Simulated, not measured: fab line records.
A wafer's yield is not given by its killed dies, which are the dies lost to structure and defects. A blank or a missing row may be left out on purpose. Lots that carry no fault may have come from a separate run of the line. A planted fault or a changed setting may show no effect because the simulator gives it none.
Which tool was responsible? -- flow n5Finfet -- Sampling: 11 lots, 31 wafers, 4 of 1938 route steps

WHAT EACH GAUGE READ, for each wafer
N5_BEOL_M5_RS_MEAS_57: a four-point-probe measurement.
lot,measured,on,M5_RS (ohm/sq)
L308,day 9 19:50,filmMetro-02,0.398 0.363 0.385
L309,day 9 22:53,filmMetro-01,0.419 0.392 0.406
L311,day 10 12:04,filmMetro-02,0.374 0.366 0.379
L312,day 10 23:47,filmMetro-01,0.395 0.407
L313,day 11 06:40,filmMetro-02,0.400 0.385
L314,day 11 08:17,filmMetro-01,0.398 0.394 0.411
L322,day 13 07:14,filmMetro-01,0.399 0.399 0.364
L324,day 13 19:14,filmMetro-02,0.411 0.403 0.411
L325,day 14 03:31,filmMetro-02,0.391 0.389 0.397
L326,day 14 05:04,filmMetro-02,0.383 0.391 0.366
L327,day 14 12:30,filmMetro-01,0.416 0.369 0.404

WHICH TOOL RAN EACH LOT (tool, then ch and the chambers of the sampled wafers, then the start)
lot,N5_BEOL_M5_ANNEAL_84,N5_BEOL_M5_ECD_50,N5_BEOL_M5_CMP_52
L308,"pvdSputter-03, day 9 16:38","ecdCu-02 ch 0,1, day 9 18:52","cmp-04 ch 1,2,3, day 9 19:17"
L309,"pvdSputter-02, day 9 19:44","ecdCu-01 ch 0,1, day 9 21:56","cmp-03 ch 0,2,3, day 9 22:20"
L311,"pvdSputter-03, day 10 07:48","ecdCu-02 ch 0,1, day 10 10:01","cmp-04 ch 1,2,3, day 10 11:20"
L312,"pvdSputter-02, day 10 20:32","ecdCu-01 ch 0,1, day 10 22:46","cmp-04 ch 1,2, day 10 23:14"
L313,"pvdSputter-03, day 11 03:31","ecdCu-01 ch 0, day 11 05:43","cmp-02 ch 0,1, day 11 06:07"
L314,"pvdSputter-02, day 11 05:08","ecdCu-01 ch 0,1, day 11 07:20","cmp-04 ch 2,3, day 11 07:46"
L322,"pvdSputter-02, day 13 04:05","ecdCu-02 ch 0,1, day 13 06:17","cmp-03 ch 0,2,3, day 13 06:46"
L324,"pvdSputter-01, day 13 16:05","ecdCu-01 ch 1, day 13 18:17","cmp-02 ch 1,2,3, day 13 18:40"
L325,"pvdSputter-03, day 14 00:10","ecdCu-02 ch 0,1, day 14 02:23","cmp-03 ch 0,2,3, day 14 03:02"
L326,"pvdSputter-02, day 14 01:55","ecdCu-01 ch 0,1, day 14 04:08","cmp-02 ch 0,1,3, day 14 04:35"
L327,"pvdSputter-02, day 14 08:59","ecdCu-01 ch 0,1, day 14 11:13","cmp-02 ch 0,3, day 14 11:59"
- N5_BEOL_M5_ANNEAL_84: time 1800 s.
- N5_BEOL_M5_ECD_50: material Cu, target thk 300 nm.
- N5_BEOL_M5_CMP_52: polishes, stops on SiCOH lowk, t overpolish 6.9 s, target thk 62 nm.

AS READ BY THE TOOLS THEMSELVES (means over the sampled wafers that have a number; for cases with no such wafer, the mark the record gives instead)
N5_BEOL_M5_ANNEAL_84.
lot,tool,heaterPowerW (W)
L308,pvdSputter-03,752
L309,pvdSputter-02,773
L311,pvdSputter-03,761
L312,pvdSputter-02,902
L313,pvdSputter-03,730
L314,pvdSputter-02,856
L322,pvdSputter-02,931
L324,pvdSputter-01,824
L325,pvdSputter-03,800
L326,pvdSputter-02,753
L327,pvdSputter-02,946

N5_BEOL_M5_CMP_52.
lot,tool,edgeZonePressureFrac,motorCurrentA (A),slurryFlowMlMin,timeToEndpointS (s)
L308,cmp-04,1.000,6.0,150.2,61.5
L309,cmp-03,1.002,5.8,150.3,62.4
L311,cmp-04,1.000,6.1,149.7,62.0
L312,cmp-04,0.996,6.2,149.8,82.9
L313,cmp-02,1.002,6.6,149.9,78.0
L314,cmp-04,1.001,6.2,150.1,71.3
L322,cmp-03,1.001,5.8,150.0,61.8
L324,cmp-02,1.000,6.1,149.7,60.4
L325,cmp-03,1.000,5.8,149.7,65.5
L326,cmp-02,0.998,6.3,149.8,57.3
L327,cmp-02,0.998,6.0,150.1,60.9

THE ANSWER, worked out from the rows above alone
Rule: usual is defined by the lots themselves. The widest of any qualifying gaps counts: lots, ordered by their means at a reading, are off when they make up no more than a third of the lots, leave a main group of 4 or more, and stand apart from it by 3 or more times the standard deviation of that group's means. The tables above print the reading to a certain number of digits; a main group whose means all agree to those digits is not used. A lot without any number at a reading at which 4 lots or more have one is off too. All remaining lots with rows at the step are treated as sound. The gauges are gone through in route order, then the tools' own readings, and for those a lot's mean is taken as printed above. The first step at which some lot is off is used, and at that step the reading that is off furthest; a lot without a number counts as furthest.
No lot is off at any reading shown: from this, nothing can be told.

WHAT HAD BEEN PUT IN BY THE SIMULATOR
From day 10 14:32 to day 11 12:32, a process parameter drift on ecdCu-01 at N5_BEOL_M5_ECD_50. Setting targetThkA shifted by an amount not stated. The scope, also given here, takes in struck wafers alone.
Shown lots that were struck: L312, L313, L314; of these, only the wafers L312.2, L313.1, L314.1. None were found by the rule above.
